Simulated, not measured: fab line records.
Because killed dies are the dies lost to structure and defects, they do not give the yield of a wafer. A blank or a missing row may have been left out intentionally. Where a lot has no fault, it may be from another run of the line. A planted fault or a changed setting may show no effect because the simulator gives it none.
Matching of chambers :: flow nand_harc :: 3 sister chambers for NHARC_A_STAIRCASE_DEP_325 on pecvd-02
The step deposits SiO2, target thk 3800 nm. 6 wafers are shown with their chamber, then 9 later ones without.

## WAFERS, EACH WITH ITS CHAMBER
wafer: L087.5
chamber: 0
heater_power_w (W): 597

wafer: L089.4
chamber: 0
heater_power_w (W): 599

wafer: L089.5
chamber: 2
heater_power_w (W): 843

wafer: L085.1
chamber: 2
heater_power_w (W): 883

wafer: L085.3
chamber: 1
heater_power_w (W): 739

wafer: L085.6
chamber: 1
heater_power_w (W): 620

## WAFERS WITH NO CHAMBER GIVEN
wafer: L090.1
heater_power_w (W): 636

wafer: L090.3
heater_power_w (W): 606

wafer: L090.6
heater_power_w (W): 620

wafer: L095.2
heater_power_w (W): 715

wafer: L095.5
heater_power_w (W): 600

wafer: L095.6
heater_power_w (W): 825

wafer: L095.1
heater_power_w (W): 946

wafer: L095.3
heater_power_w (W): 714

wafer: L095.4
heater_power_w (W): 590

## CHAMBER TAKEN BY EACH
wafer: L090.1
from the rows above: can't be placed: 0 or 1
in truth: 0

wafer: L090.3
from the rows above: can't be placed: 0 or 1
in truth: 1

wafer: L090.6
from the rows above: can't be placed: 0 or 1
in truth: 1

wafer: L095.2
from the rows above: can't be placed: 1 or 0
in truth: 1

wafer: L095.5
from the rows above: can't be placed: 0 or 1
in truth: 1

wafer: L095.6
from the rows above: 2
in truth: 2

wafer: L095.1
from the rows above: 2
in truth: 2

wafer: L095.3
from the rows above: can't be placed: 1 or 0
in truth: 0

wafer: L095.4
from the rows above: can't be placed: 0 or 1
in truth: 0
Placed correctly: 2 of 9. Unplaceable from these rows: 7, with the true chamber sitting among the candidates in 7. 0 placed wrongly.
How it was worked out, from the rows above alone: a wafer's distance from a chamber is the root of the sum, over the readings, of the square of ((its reading less the chamber's mean) divided by the reading's scatter). The wafer belongs to the nearest chamber; if the next one is less than 2 further off, it can't be placed. A chamber's mean is the mean of its shown wafers. The scatter: take each reading less its chamber's mean, square it, sum over the shown wafers, divide by the number of wafers less the number of chambers, and take the root.
